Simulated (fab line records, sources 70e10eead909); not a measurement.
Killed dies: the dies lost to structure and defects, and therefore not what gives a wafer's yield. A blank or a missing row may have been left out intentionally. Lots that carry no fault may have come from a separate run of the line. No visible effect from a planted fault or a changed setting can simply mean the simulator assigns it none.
Chamber matching || flow nand_harc || NHARC_A_STAIRCASE_ETCHBACK_422 on rie_diel-07 has 4 sister chambers
The step etches the open film in CH3F/O2, target depth 40 nm, time 74.286 s. 18 wafers are shown with their chamber, then 9 later ones without.

## WAFERS WITH THEIR CHAMBER
{"wafer": "L075.2", "chamber": 1, "showerhead_plenum_p_Torr (Torr)": 2.31, "drypump_motor_current_A (A)": 5.6, "rf_vpp_V (V)": 241.8}
{"wafer": "L075.4", "chamber": 3, "showerhead_plenum_p_Torr (Torr)": 2.51, "drypump_motor_current_A (A)": 5.7, "rf_vpp_V (V)": 245.1}
{"wafer": "L075.6", "chamber": 0, "showerhead_plenum_p_Torr (Torr)": 2.65, "drypump_motor_current_A (A)": 6.3, "rf_vpp_V (V)": 247.1}
{"wafer": "L079.1", "chamber": 3, "showerhead_plenum_p_Torr (Torr)": 2.51, "drypump_motor_current_A (A)": 5.7, "rf_vpp_V (V)": 247.5}
{"wafer": "L079.3", "chamber": 0, "showerhead_plenum_p_Torr (Torr)": 2.65, "drypump_motor_current_A (A)": 6.3, "rf_vpp_V (V)": 246.6}
{"wafer": "L079.6", "chamber": 1, "showerhead_plenum_p_Torr (Torr)": 2.31, "drypump_motor_current_A (A)": 5.6, "rf_vpp_V (V)": 242.5}
{"wafer": "L079.2", "chamber": 2, "showerhead_plenum_p_Torr (Torr)": 2.33, "drypump_motor_current_A (A)": 6.0, "rf_vpp_V (V)": 242.9}
{"wafer": "L079.4", "chamber": 1, "showerhead_plenum_p_Torr (Torr)": 2.31, "drypump_motor_current_A (A)": 5.5, "rf_vpp_V (V)": 242.4}
{"wafer": "L079.5", "chamber": 0, "showerhead_plenum_p_Torr (Torr)": 2.65, "drypump_motor_current_A (A)": 6.3, "rf_vpp_V (V)": 245.3}
{"wafer": "L084.3", "chamber": 0, "showerhead_plenum_p_Torr (Torr)": 2.64, "drypump_motor_current_A (A)": 6.3, "rf_vpp_V (V)": 246.7}
{"wafer": "L084.5", "chamber": 2, "showerhead_plenum_p_Torr (Torr)": 2.33, "drypump_motor_current_A (A)": 6.1, "rf_vpp_V (V)": 243.2}
{"wafer": "L084.6", "chamber": 1, "showerhead_plenum_p_Torr (Torr)": 2.30, "drypump_motor_current_A (A)": 5.6, "rf_vpp_V (V)": 242.3}
{"wafer": "L085.1", "chamber": 0, "showerhead_plenum_p_Torr (Torr)": 2.64, "drypump_motor_current_A (A)": 6.3, "rf_vpp_V (V)": 246.8}
{"wafer": "L085.4", "chamber": 0, "showerhead_plenum_p_Torr (Torr)": 2.64, "drypump_motor_current_A (A)": 6.2, "rf_vpp_V (V)": 247.7}
{"wafer": "L085.6", "chamber": 3, "showerhead_plenum_p_Torr (Torr)": 2.51, "drypump_motor_current_A (A)": 5.7, "rf_vpp_V (V)": 245.3}
{"wafer": "L089.1", "chamber": 3, "showerhead_plenum_p_Torr (Torr)": 2.50, "drypump_motor_current_A (A)": 5.7, "rf_vpp_V (V)": 244.6}
{"wafer": "L089.4", "chamber": 0, "showerhead_plenum_p_Torr (Torr)": 2.64, "drypump_motor_current_A (A)": 6.2, "rf_vpp_V (V)": 247.6}
{"wafer": "L089.5", "chamber": 1, "showerhead_plenum_p_Torr (Torr)": 2.30, "drypump_motor_current_A (A)": 5.6, "rf_vpp_V (V)": 242.5}

SIGNATURES (averages over the wafers above)
{"reading": "showerhead_plenum_p_Torr", "chamber 0": 2.6443, "chamber 1": 2.3060, "chamber 2": 2.3300, "chamber 3": 2.5075, "scatter within a chamber": 0.00512}
{"reading": "drypump_motor_current_A", "chamber 0": 6.271, "chamber 1": 5.580, "chamber 2": 6.050, "chamber 3": 5.700, "scatter within a chamber": 0.0441}
{"reading": "rf_vpp_V", "chamber 0": 246.829, "chamber 1": 242.300, "chamber 2": 243.050, "chamber 3": 245.625, "scatter within a chamber": 0.809}
Rule: a wafer lies at a distance from a chamber equal to the root of the sum of squares, over the readings, of (its reading less the chamber's mean, divided by the reading's scatter). If the next closest chamber is less than 2 further off than the closest, the wafer can't be placed; otherwise it belongs to the closest. The scatter: the root of (the sum of the squares of (reading less its chamber's mean) over the shown wafers, divided by (wafers less chambers)).

## WAFERS WITH NO CHAMBER GIVEN
{"wafer": "L090.1", "showerhead_plenum_p_Torr (Torr)": 2.32, "drypump_motor_current_A (A)": 6.1, "rf_vpp_V (V)": 242.5}
{"wafer": "L090.3", "showerhead_plenum_p_Torr (Torr)": 2.29, "drypump_motor_current_A (A)": 5.6, "rf_vpp_V (V)": 242.8}
{"wafer": "L090.5", "showerhead_plenum_p_Torr (Torr)": 2.30, "drypump_motor_current_A (A)": 5.6, "rf_vpp_V (V)": 242.6}
{"wafer": "L094.2", "showerhead_plenum_p_Torr (Torr)": 2.50, "drypump_motor_current_A (A)": 5.7, "rf_vpp_V (V)": 244.2}
{"wafer": "L094.3", "showerhead_plenum_p_Torr (Torr)": 2.32, "drypump_motor_current_A (A)": 6.1, "rf_vpp_V (V)": 242.3}
{"wafer": "L094.4", "showerhead_plenum_p_Torr (Torr)": 2.29, "drypump_motor_current_A (A)": 5.6, "rf_vpp_V (V)": 242.4}
{"wafer": "L097.1", "showerhead_plenum_p_Torr (Torr)": 2.63, "drypump_motor_current_A (A)": 6.3, "rf_vpp_V (V)": 247.7}
{"wafer": "L097.3", "showerhead_plenum_p_Torr (Torr)": 2.32, "drypump_motor_current_A (A)": 6.1, "rf_vpp_V (V)": 242.4}
{"wafer": "L097.5", "showerhead_plenum_p_Torr (Torr)": 2.63, "drypump_motor_current_A (A)": 6.3, "rf_vpp_V (V)": 246.7}

## WHICH CHAMBER EACH WENT THROUGH
{"wafer": "L090.1", "from the rows above": 2, "in truth": 2}
{"wafer": "L090.3", "from the rows above": 1, "in truth": 1}
{"wafer": "L090.5", "from the rows above": 1, "in truth": 1}
{"wafer": "L094.2", "from the rows above": 3, "in truth": 3}
{"wafer": "L094.3", "from the rows above": 2, "in truth": 2}
{"wafer": "L094.4", "from the rows above": 1, "in truth": 1}
{"wafer": "L097.1", "from the rows above": 0, "in truth": 0}
{"wafer": "L097.3", "from the rows above": 2, "in truth": 2}
{"wafer": "L097.5", "from the rows above": 0, "in truth": 0}
Placed correctly: 9 of 9. From these rows, 0 cannot be placed. Wrongly placed: 0.
